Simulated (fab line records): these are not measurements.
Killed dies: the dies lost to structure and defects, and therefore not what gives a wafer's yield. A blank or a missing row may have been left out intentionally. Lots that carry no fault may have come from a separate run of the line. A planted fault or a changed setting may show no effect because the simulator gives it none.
Which tool is to blame? | flow nand-harc | Sampling: 24 lots, 72 wafers, 6 of 1159 route steps

WHAT THE GAUGES SHOWED, per wafer
NHARC_A_START_INSPECT_01. Usual: raw-defect-count 3.5, standard deviation 1.7.
lot  | measured     | on                | raw-defect-count | flag
L074 | day 6 07:27  | defect-inspect-02 | 5 2 4            |
L075 | day 6 08:14  | defect-inspect-01 | 3 7 4            |
L076 | day 7 06:17  | defect-inspect-01 | 6 3 1            |
L077 | day 7 06:35  | defect-inspect-02 | 3 6 5            |
L079 | day 7 21:10  | defect-inspect-01 | 3 1 4            |
L078 | day 7 21:56  | defect-inspect-02 | 7 8 3            |
L080 | day 8 03:26  | defect-inspect-01 | 2 4 2            |
L081 | day 8 11:25  | defect-inspect-02 | 4 4 3            |
L082 | day 8 12:31  | defect-inspect-01 | 6 3 2            |
L083 | day 8 19:16  | defect-inspect-02 | 7 2 7            |
L084 | day 8 19:37  | defect-inspect-01 | 8 2 4            |
L087 | day 9 22:04  | defect-inspect-02 | 4 2 3            |
L086 | day 9 22:37  | defect-inspect-02 | 0 3 3            |
L085 | day 9 22:58  | defect-inspect-01 | 4 3 2            |
L088 | day 10 02:04 | defect-inspect-02 | 5 2 3            |
L089 | day 10 08:47 | defect-inspect-01 | 1 6 4            |
L091 | day 10 17:23 | defect-inspect-02 | 8 6 3            |
L090 | day 10 20:41 | defect-inspect-02 | 6 7 4            |
L092 | day 10 22:22 | defect-inspect-01 | 3 4 3            |
L093 | day 11 06:06 | defect-inspect-01 | 2 2 2            |
L094 | day 11 15:37 | defect-inspect-02 | 2 4 3            |
L096 | day 11 16:28 | defect-inspect-02 | 4 3 2            |
L095 | day 11 17:35 | defect-inspect-02 | 3 4 2            |
L097 | day 12 04:25 | defect-inspect-02 | 5 1 3            |

WHICH TOOL RAN EACH LOT (tool, then ch and the chambers of the sampled wafers, then the start)
lot  | NHARC_P_M1_STRIP_18                | NHARC_P_M1_ETCH_28                            | NHARC_P_M1_DEGAS_29          | NHARC_P_M1_PVD_21                       | NHARC_P_M2_STRIP_18
L074 | rie-diel-06 ch 0,1,3, day 5 19:35  | rie-diel-06 ch 0,1,2, day 5 20:12 or earlier  | pvd-sputter-03, day 5 20:12  | pvd-sputter-03, day 5 23:58 or earlier  | rie-diel-01 ch 0,1,3, day 5 23:58
L075 | rie-diel-05 ch 0,2, day 5 20:58    | rie-diel-05 ch 1,2,3, day 5 21:37 or earlier  | pvd-sputter-02, day 5 21:37  | pvd-sputter-02, day 6 00:59 or earlier  | rie-diel-04 ch 1,2,3, day 6 00:59
L076 | rie-diel-10 ch 2,3, day 6 18:47    | rie-diel-10 ch 0,2,3, day 6 19:25 or earlier  | pvd-sputter-01, day 6 19:25  | pvd-sputter-01, day 6 23:04 or earlier  | rie-diel-04 ch 1,2,3, day 6 23:04
L077 | rie-diel-06 ch 1,2,3, day 6 19:02  | rie-diel-06 ch 1,2,3, day 6 19:40 or earlier  | pvd-sputter-02, day 6 19:40  | pvd-sputter-02, day 6 23:08 or earlier  | rie-diel-11 ch 0,1,2, day 6 23:08
L079 | rie-diel-10 ch 0,1, day 7 09:21    | rie-diel-10 ch 0,2,3, day 7 09:58 or earlier  | pvd-sputter-02, day 7 09:58  | pvd-sputter-02, day 7 13:31 or earlier  | rie-diel-04 ch 0,1, day 7 13:31
L078 | rie-diel-10 ch 0,1, day 7 09:50    | rie-diel-10 ch 2,3, day 7 10:29 or earlier    | pvd-sputter-01, day 7 10:29  | pvd-sputter-01, day 7 14:15 or earlier  | rie-diel-11 ch 0,1, day 7 14:15
L080 | rie-diel-06 ch 1,2,3, day 7 15:22  | rie-diel-06 ch 0,1,3, day 7 16:00 or earlier  | pvd-sputter-02, day 7 16:00  | pvd-sputter-02, day 7 19:51 or earlier  | rie-diel-04 ch 0,1,2, day 7 19:51
L081 | rie-diel-06 ch 0,2,3, day 8 00:07  | rie-diel-06 ch 0,1, day 8 00:42 or earlier    | pvd-sputter-02, day 8 00:42  | pvd-sputter-02, day 8 04:08 or earlier  | rie-diel-11 ch 2,3, day 8 04:08
L082 | rie-diel-06 ch 1,2, day 8 01:04    | rie-diel-06 ch 0,2,3, day 8 01:43 or earlier  | pvd-sputter-03, day 8 01:43  | pvd-sputter-03, day 8 05:17 or earlier  | rie-diel-11 ch 0,1,3, day 8 05:17
L083 | rie-diel-10 ch 0,2,3, day 8 07:46  | rie-diel-10 ch 0,1,2, day 8 08:22 or earlier  | pvd-sputter-01, day 8 08:22  | pvd-sputter-01, day 8 11:53 or earlier  | rie-diel-04 ch 1,2,3, day 8 11:53
L084 | rie-diel-05 ch 0,2,3, day 8 07:54  | rie-diel-05 ch 0,1,3, day 8 08:31 or earlier  | pvd-sputter-03, day 8 08:31  | pvd-sputter-03, day 8 12:13 or earlier  | rie-diel-01 ch 0,1,3, day 8 12:13
L087 | rie-diel-05 ch 1,2,3, day 9 10:19  | rie-diel-05 ch 0,2,3, day 9 10:58 or earlier  | pvd-sputter-03, day 9 10:58  | pvd-sputter-03, day 9 14:39 or earlier  | rie-diel-04 ch 0,1,3, day 9 14:39
L086 | rie-diel-10 ch 1,2,3, day 9 10:40  | rie-diel-10 ch 0,1,3, day 9 11:17 or earlier  | pvd-sputter-02, day 9 11:17  | pvd-sputter-02, day 9 15:20 or earlier  | rie-diel-04 ch 1,2,3, day 9 15:20
L085 | rie-diel-05 ch 0,2, day 9 10:55    | rie-diel-05 ch 0,2,3, day 9 11:32 or earlier  | pvd-sputter-01, day 9 11:32  | pvd-sputter-01, day 9 15:39 or earlier  | rie-diel-11 ch 1,2,3, day 9 15:39
L088 | rie-diel-10 ch 1,2,3, day 9 14:35  | rie-diel-10 ch 0,1,3, day 9 15:14 or earlier  | pvd-sputter-03, day 9 15:14  | pvd-sputter-03, day 9 18:47 or earlier  | rie-diel-04 ch 0,1,3, day 9 18:47
L089 | rie-diel-06 ch 0,1,3, day 9 21:24  | rie-diel-06 ch 2,3, day 9 21:59 or earlier    | pvd-sputter-02, day 9 21:59  | pvd-sputter-01, day 9 22:15             | rie-diel-04 ch 0,3, day 10 01:38
L091 | rie-diel-05 ch 0,1,3, day 10 05:13 | rie-diel-05 ch 0,3, day 10 06:12 or earlier   | pvd-sputter-03, day 10 06:12 | pvd-sputter-03, day 10 09:44 or earlier | rie-diel-11 ch 0,2,3, day 10 09:44
L090 | rie-diel-05 ch 0,2, day 10 09:11   | rie-diel-05 ch 1,3, day 10 09:51 or earlier   | pvd-sputter-03, day 10 09:51 | pvd-sputter-03, day 10 13:24 or earlier | rie-diel-11 ch 1,2, day 10 13:24
L092 | rie-diel-06 ch 0,1,3, day 10 11:04 | rie-diel-06 ch 0,1,3, day 10 11:42 or earlier | pvd-sputter-01, day 10 11:42 | pvd-sputter-01, day 10 15:09 or earlier | rie-diel-04 ch 0,1, day 10 15:09
L093 | rie-diel-10 ch 2,3, day 10 18:50   | rie-diel-10 ch 0,1,2, day 10 19:29 or earlier | pvd-sputter-01, day 10 19:29 | pvd-sputter-01, day 10 23:04 or earlier | rie-diel-11 ch 1,2,3, day 10 23:04
L094 | rie-diel-05 ch 2,3, day 11 04:21   | rie-diel-05 ch 0,1,3, day 11 04:59 or earlier | pvd-sputter-02, day 11 04:59 | pvd-sputter-02, day 11 08:25 or earlier | rie-diel-11 ch 0,1,3, day 11 08:25
L096 | rie-diel-05 ch 0,1,2, day 11 05:02 | rie-diel-05 ch 0,2,3, day 11 05:38 or earlier | pvd-sputter-03, day 11 05:38 | pvd-sputter-03, day 11 09:10 or earlier | rie-diel-04 ch 1,3, day 11 09:10
L095 | rie-diel-05 ch 0,2,3, day 11 05:35 | rie-diel-05 ch 1,2,3, day 11 06:10 or earlier | pvd-sputter-01, day 11 06:10 | pvd-sputter-01, day 11 09:46 or earlier | rie-diel-04 ch 0,1,2, day 11 09:46
L097 | rie-diel-05 ch 2,3, day 11 17:10   | rie-diel-05 ch 0,2,3, day 11 17:48 or earlier | pvd-sputter-01, day 11 17:48 | pvd-sputter-01, day 11 21:16 or earlier | rie-diel-04 ch 2,3, day 11 21:16
- NHARC_P_M1_STRIP_18: strips in N2/H2.
- NHARC_P_M1_ETCH_28: etches the open film in CF4/N2, target depth 30 nm, time 72.99 s.
- NHARC_P_M1_DEGAS_29: time 60 s.
- NHARC_P_M1_PVD_21: deposits Cu, target thk 30 nm, time 20.49 s.
- NHARC_P_M2_STRIP_18: strips in N2/H2.

WHAT THE TOOLS THEMSELVES READ (means of the sampled wafers that have a number; where no wafer has one, the mark that the record gives instead)
NHARC_P_M1_STRIP_18. Usual: drypump-motor-current-A 5.5 A, standard deviation 0.37; oes-product-au 0.999 a.u., standard deviation 0.01; rf-vpp-V 90.7 V, standard deviation 1; showerhead-plenum-p-Torr 2.05 Torr, standard deviation 0.087; throttle-valve-pct 14.171 %, standard deviation 0.0098.
lot  | tool        | drypump-motor-current-A (A) | oes-product-au (a.u.) | rf-vpp-V (V) | showerhead-plenum-p-Torr (Torr) | throttle-valve-pct (%) | flag
L074 | rie-diel-06 | 5.6                         | 0.999                 | 90.1         | 1.98                            | 14.178                 |
L075 | rie-diel-05 | 5.3                         | 1.004                 | 91.2         | 2.11                            | 14.173                 |
L076 | rie-diel-10 | 5.7                         | 0.995                 | 92.4         | 2.10                            | 14.179                 |
L077 | rie-diel-06 | 5.6                         | 1.002                 | 89.6         | 1.92                            | 14.169                 |
L079 | rie-diel-10 | 5.0                         | 0.997                 | 91.5         | 2.14                            | 14.173                 |
L078 | rie-diel-10 | 5.0                         | 0.993                 | 91.4         | 2.14                            | 14.171                 |
L080 | rie-diel-06 | 5.5                         | 1.001                 | 88.9         | 1.91                            | 14.172                 |
L081 | rie-diel-06 | 5.5                         | 1.003                 | 90.1         | 1.99                            | 14.176                 |
L082 | rie-diel-06 | 5.9                         | 0.998                 | 90.3         | 1.91                            | 14.168                 |
L083 | rie-diel-10 | 5.6                         | 0.993                 | 90.3         | 2.07                            | 14.179                 |
L084 | rie-diel-05 | 5.4                         | 1.004                 | 90.4         | 2.08                            | 14.181                 |
L087 | rie-diel-05 | 5.5                         | 1.008                 | 90.4         | 2.04                            | 14.176                 |
L086 | rie-diel-10 | 5.5                         | 1.003                 | 91.3         | 2.11                            | 14.171                 |
L085 | rie-diel-05 | 5.3                         | 1.004                 | 90.9         | 2.11                            | 14.168                 |
L088 | rie-diel-10 | 5.5                         | 0.994                 | 91.0         | 2.11                            | 14.161                 |
L089 | rie-diel-06 | 5.6                         | 1.000                 | 90.1         | 1.97                            | 14.164                 |
L091 | rie-diel-05 | 5.4                         | 1.014                 | 91.3         | 2.07                            | 14.160                 |
L090 | rie-diel-05 | 5.4                         | 1.009                 | 90.7         | 2.09                            | 14.168                 |
L092 | rie-diel-06 | 5.7                         | 0.992                 | 90.6         | 1.97                            | 14.180                 |
L093 | rie-diel-10 | 5.7                         | 0.991                 | 92.0         | 2.09                            | 14.175                 |
L094 | rie-diel-05 | 5.5                         | 1.005                 | 90.8         | 2.05                            | 14.165                 |
L096 | rie-diel-05 | 5.4                         | 1.003                 | 90.8         | 2.07                            | 14.173                 |
L095 | rie-diel-05 | 5.4                         | 1.011                 | 91.3         | 2.08                            | 14.170                 |
L097 | rie-diel-05 | 5.5                         | 1.014                 | 90.4         | 2.05                            | 14.159                 |

NHARC_P_M1_ETCH_28. Usual: drypump-motor-current-A 5.5 A, standard deviation 0.37; oes-product-au 1.000 a.u., standard deviation 0.012; rf-vpp-V 314.4 V, standard deviation 1.9; showerhead-plenum-p-Torr 2.64 Torr, standard deviation 0.1; throttle-valve-pct 19.795 %, standard deviation 0.0089.
lot  | tool        | drypump-motor-current-A (A) | oes-product-au (a.u.) | rf-vpp-V (V) | showerhead-plenum-p-Torr (Torr) | throttle-valve-pct (%) | flag
L074 | rie-diel-06 | 5.9                         | 0.989                 | 312.8        | 2.57                            | 19.795                 |
L075 | rie-diel-05 | 5.5                         | 0.997                 | 314.4        | 2.63                            | 19.797                 |
L076 | rie-diel-10 | 5.6                         | 0.998                 | 314.6        | 2.67                            | 19.794                 |
L077 | rie-diel-06 | 5.6                         | 1.001                 | 311.5        | 2.48                            | 19.791                 |
L079 | rie-diel-10 | 5.6                         | 0.995                 | 314.7        | 2.67                            | 19.794                 |
L078 | rie-diel-10 | 5.9                         | 0.996                 | 315.0        | 2.65                            | 19.798                 |
L080 | rie-diel-06 | 5.6                         | 0.991                 | 312.7        | 2.55                            | 19.805                 |
L081 | rie-diel-06 | 5.9                         | 0.982                 | 314.0        | 2.64                            | 19.801                 |
L082 | rie-diel-06 | 5.5                         | 0.983                 | 312.9        | 2.57                            | 19.797                 |
L083 | rie-diel-10 | 5.4                         | 0.989                 | 315.7        | 2.69                            | 19.792                 |
L084 | rie-diel-05 | 5.4                         | 1.007                 | 314.4        | 2.66                            | 19.801                 |
L087 | rie-diel-05 | 5.4                         | 1.013                 | 315.0        | 2.68                            | 19.791                 |
L086 | rie-diel-10 | 5.2                         | 0.989                 | 316.4        | 2.73                            | 19.795                 |
L085 | rie-diel-05 | 5.4                         | 1.006                 | 313.9        | 2.68                            | 19.798                 |
L088 | rie-diel-10 | 5.1                         | 0.987                 | 315.2        | 2.73                            | 19.793                 |
L089 | rie-diel-06 | 5.4                         | 1.001                 | 311.6        | 2.49                            | 19.795                 |
L091 | rie-diel-05 | 5.3                         | 1.008                 | 315.9        | 2.71                            | 19.792                 |
L090 | rie-diel-05 | 5.5                         | 1.005                 | 313.4        | 2.62                            | 19.794                 |
L092 | rie-diel-06 | 5.6                         | 0.995                 | 313.1        | 2.55                            | 19.799                 |
L093 | rie-diel-10 | 5.4                         | 0.989                 | 315.1        | 2.68                            | 19.798                 |
L094 | rie-diel-05 | 5.4                         | 1.008                 | 315.0        | 2.66                            | 19.793                 |
L096 | rie-diel-05 | 5.4                         | 1.022                 | 314.9        | 2.68                            | 19.796                 |
L095 | rie-diel-05 | 5.5                         | 1.011                 | 314.3        | 2.63                            | 19.787                 |
L097 | rie-diel-05 | 5.4                         | 1.015                 | 315.4        | 2.67                            | 19.795                 |

NHARC_P_M1_DEGAS_29. Usual: heater-power-w 329 W, standard deviation 26.
lot  | tool           | heater-power-w (W) | flag
L074 | pvd-sputter-03 | 324                |
L075 | pvd-sputter-02 | 316                |
L076 | pvd-sputter-01 | 323                |
L077 | pvd-sputter-02 | 323                |
L079 | pvd-sputter-02 | 315                |
L078 | pvd-sputter-01 | 334                |
L080 | pvd-sputter-02 | 326                |
L081 | pvd-sputter-02 | 321                |
L082 | pvd-sputter-03 | 331                |
L083 | pvd-sputter-01 | 349                |
L084 | pvd-sputter-03 | 321                |
L087 | pvd-sputter-03 | 329                |
L086 | pvd-sputter-02 | 324                |
L085 | pvd-sputter-01 | 341                |
L088 | pvd-sputter-03 | 323                |
L089 | pvd-sputter-02 | 316                |
L091 | pvd-sputter-03 | 333                |
L090 | pvd-sputter-03 | 323                |
L092 | pvd-sputter-01 | 357                |
L093 | pvd-sputter-01 | 298                |
L094 | pvd-sputter-02 | 306                |
L096 | pvd-sputter-03 | 325                |
L095 | pvd-sputter-01 | 384                |
L097 | pvd-sputter-01 | 339                |

NHARC_P_M1_PVD_21. Usual: cathode-dc-power-W 4999.9 W, standard deviation 0.91; throttle-valve-pct 29.6 %, standard deviation 0.79.
lot  | tool           | cathode-dc-power-W (W) | throttle-valve-pct (%) | flag
L074 | pvd-sputter-03 | 5000.0                 | 29.8                   |
L075 | pvd-sputter-02 | 4999.3                 | 29.3                   |
L076 | pvd-sputter-01 | 4999.9                 | 29.8                   |
L077 | pvd-sputter-02 | 5000.2                 | 28.9                   |
L079 | pvd-sputter-02 | 4999.9                 | 29.6                   |
L078 | pvd-sputter-01 | 4999.8                 | 29.2                   |
L080 | pvd-sputter-02 | 4999.4                 | 29.0                   |
L081 | pvd-sputter-02 | 4999.5                 | 28.3                   |
L082 | pvd-sputter-03 | 5000.3                 | 29.8                   |
L083 | pvd-sputter-01 | 4998.9                 | 29.8                   |
L084 | pvd-sputter-03 | 4999.7                 | 30.2                   |
L087 | pvd-sputter-03 | 5000.3                 | 29.8                   |
L086 | pvd-sputter-02 | 5000.2                 | 29.5                   |
L085 | pvd-sputter-01 | 4999.4                 | 29.3                   |
L088 | pvd-sputter-03 | 4999.0                 | 29.9                   |
L089 | pvd-sputter-01 | 5000.3                 | 29.7                   |
L091 | pvd-sputter-03 | 5001.0                 | 30.4                   |
L090 | pvd-sputter-03 | 5000.0                 | 30.4                   |
L092 | pvd-sputter-01 | 4999.8                 | 29.6                   |
L093 | pvd-sputter-01 | 5000.1                 | 29.4                   |
L094 | pvd-sputter-02 | 5000.0                 | 29.2                   |
L096 | pvd-sputter-03 | 4999.1                 | 29.8                   |
L095 | pvd-sputter-01 | 5000.3                 | 29.9                   |
L097 | pvd-sputter-01 | 5000.0                 | 29.6                   |

NHARC_P_M2_STRIP_18. Usual: drypump-motor-current-A 5.6 A, standard deviation 0.37; oes-product-au 0.999 a.u., standard deviation 0.0095; rf-vpp-V 90.8 V, standard deviation 1.1; showerhead-plenum-p-Torr 2.05 Torr, standard deviation 0.11; throttle-valve-pct 14.172 %, standard deviation 0.009.
lot  | tool        | drypump-motor-current-A (A) | oes-product-au (a.u.) | rf-vpp-V (V) | showerhead-plenum-p-Torr (Torr) | throttle-valve-pct (%) | flag
L074 | rie-diel-01 | 5.4                         | 1.004                 | 91.8         | 2.02                            | 14.167                 |
L075 | rie-diel-04 | 5.8                         | 1.014                 | 90.6         | 2.04                            | 14.179                 |
L076 | rie-diel-04 | 5.7                         | 1.006                 | 90.6         | 2.04                            | 14.175                 |
L077 | rie-diel-11 | 5.5                         | 0.995                 | 91.0         | 2.06                            | 14.170                 |
L079 | rie-diel-04 | 5.8                         | 0.995                 | 90.5         | 1.97                            | 14.169                 |
L078 | rie-diel-11 | 5.2                         | 1.003                 | 92.3         | 2.04                            | 14.168                 |
L080 | rie-diel-04 | 5.6                         | 1.001                 | 90.5         | 2.07                            | 14.182                 |
L081 | rie-diel-11 | 5.8                         | 0.997                 | 91.7         | 2.11                            | 14.178                 |
L082 | rie-diel-11 | 5.4                         | 0.997                 | 90.8         | 2.00                            | 14.171                 |
L083 | rie-diel-04 | 5.7                         | 0.996                 | 90.4         | 2.04                            | 14.166                 |
L084 | rie-diel-01 | 5.4                         | 0.997                 | 92.4         | 2.13                            | 14.173                 |
L087 | rie-diel-04 | 5.5                         | 0.994                 | 90.8         | 2.02                            | 14.182                 |
L086 | rie-diel-04 | 5.7                         | 1.005                 | 90.1         | 2.04                            | 14.171                 |
L085 | rie-diel-11 | 5.5                         | 0.995                 | 91.8         | 2.09                            | 14.175                 |
L088 | rie-diel-04 | 5.5                         | 1.004                 | 90.6         | 2.02                            | 14.170                 |
L089 | rie-diel-04 | 5.2                         | 1.004                 | 90.9         | 2.09                            | 14.180                 |
L091 | rie-diel-11 | 5.7                         | 0.986                 | 90.4         | 2.01                            | 14.160                 |
L090 | rie-diel-11 | 5.3                         | 1.013                 | 90.7         | 2.13                            | 14.176                 |
L092 | rie-diel-04 | 5.8                         | 0.998                 | 90.4         | 1.97                            | 14.171                 |
L093 | rie-diel-11 | 5.6                         | 0.993                 | 91.3         | 2.09                            | 14.172                 |
L094 | rie-diel-11 | 5.4                         | 0.994                 | 91.4         | 2.00                            | 14.183                 |
L096 | rie-diel-04 | 5.9                         | 0.996                 | 90.1         | 1.94                            | 14.170                 |
L095 | rie-diel-04 | 5.6                         | 1.001                 | 91.1         | 2.07                            | 14.167                 |
L097 | rie-diel-04 | 5.4                         | 0.993                 | 90.4         | 2.08                            | 14.171                 |

THE ANSWER, worked out from the rows above alone
Rule: take the mean of a lot's wafers that have a number; if it is more than 3 standard deviations from the usual mean, the lot is off. A lot without any number at a reading at which 4 lots or more have one is off too. The other lots that the step has rows for count as sound. The gauges are gone through in route order, then the tools' own readings, and for those a lot's mean is taken as printed above. At the first step where some lot is off, the reading lying furthest off is the one used; lots without a number count as furthest.
No lot is off at any reading shown: from this, nothing can be told.

WHAT WAS PUT IN BY THE SIMULATOR
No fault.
